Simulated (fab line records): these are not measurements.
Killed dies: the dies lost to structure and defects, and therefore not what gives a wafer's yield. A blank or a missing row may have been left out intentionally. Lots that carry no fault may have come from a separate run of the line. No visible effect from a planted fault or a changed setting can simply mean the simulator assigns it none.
Which tool did it? | flow nandHarc | 36 wafers from 12 lots sampled at 2 of the route's 1159 steps

WHAT THE GAUGES SHOWED, per wafer
NHARC_A_STAIRCASE_INSPECT_155.
lot  | measured     | on               | rawDefectCount
L076 | day 14 02:02 | defectInspect-01 | 482 407 499
L079 | day 14 10:50 | defectInspect-01 | 286 312 278
L077 | day 14 12:26 | defectInspect-01 | 359 237 235
L082 | day 15 00:53 | defectInspect-01 | 314 295 311
L084 | day 16 03:04 | defectInspect-01 | 238 263 455
L087 | day 16 22:47 | defectInspect-01 | 485 307 316
L088 | day 17 00:31 | defectInspect-01 | 482 522 477
L089 | day 17 12:37 | defectInspect-02 | 175 230 210
L090 | day 17 16:09 | defectInspect-01 | 237 235 291
L093 | day 18 05:18 | defectInspect-02 | 213 363 340
L095 | day 19 09:01 | defectInspect-01 | 260 227 352
L097 | day 19 19:51 | defectInspect-02 | 253 193 191

TOOL THAT RAN EACH LOT (tool first, then ch and the chambers of the sampled wafers, then the start)
lot  | NHARC_A_STAIRCASE_DEP_471
L076 | pecvd-03 ch 0,1,2, day 14 01:25
L079 | pecvd-02 ch 1,2, day 14 10:14
L077 | pecvd-02 ch 0,1,2, day 14 11:50
L082 | pecvd-01 ch 1,2, day 15 00:16
L084 | pecvd-02 ch 0,1,2, day 16 02:29
L087 | pecvd-01 ch 1,2, day 16 22:11
L088 | pecvd-02 ch 0,1,2, day 16 23:58
L089 | pecvd-03 ch 0,2, day 17 12:01
L090 | pecvd-02 ch 1,2, day 17 15:32
L093 | pecvd-02 ch 0,1, day 18 04:38
L095 | pecvd-02 ch 0,2, day 19 08:23
L097 | pecvd-01 ch 1,2, day 19 19:16
- NHARC_A_STAIRCASE_DEP_471: deposits SiO2, target thk 100 nm.

THE ANSWER, worked out from the rows above alone
Rule: usual is defined by the lots themselves. Put in order of their means at a reading, lots are off if they are a third of the lots or fewer, leave a main group of 4 or more, and stand apart from it by a gap of 3 or more times the standard deviation of the main group's means; of several such gaps the widest counts. If all means in a main group match to the digits the tables above print for the reading, that group is not used. Also off: a lot with no number at a reading for which 4 or more lots have one. All remaining lots with rows at the step are treated as sound.
Across all readings shown, no lot is off: no conclusion can be drawn from this.

WHAT HAD BEEN PUT IN BY THE SIMULATOR
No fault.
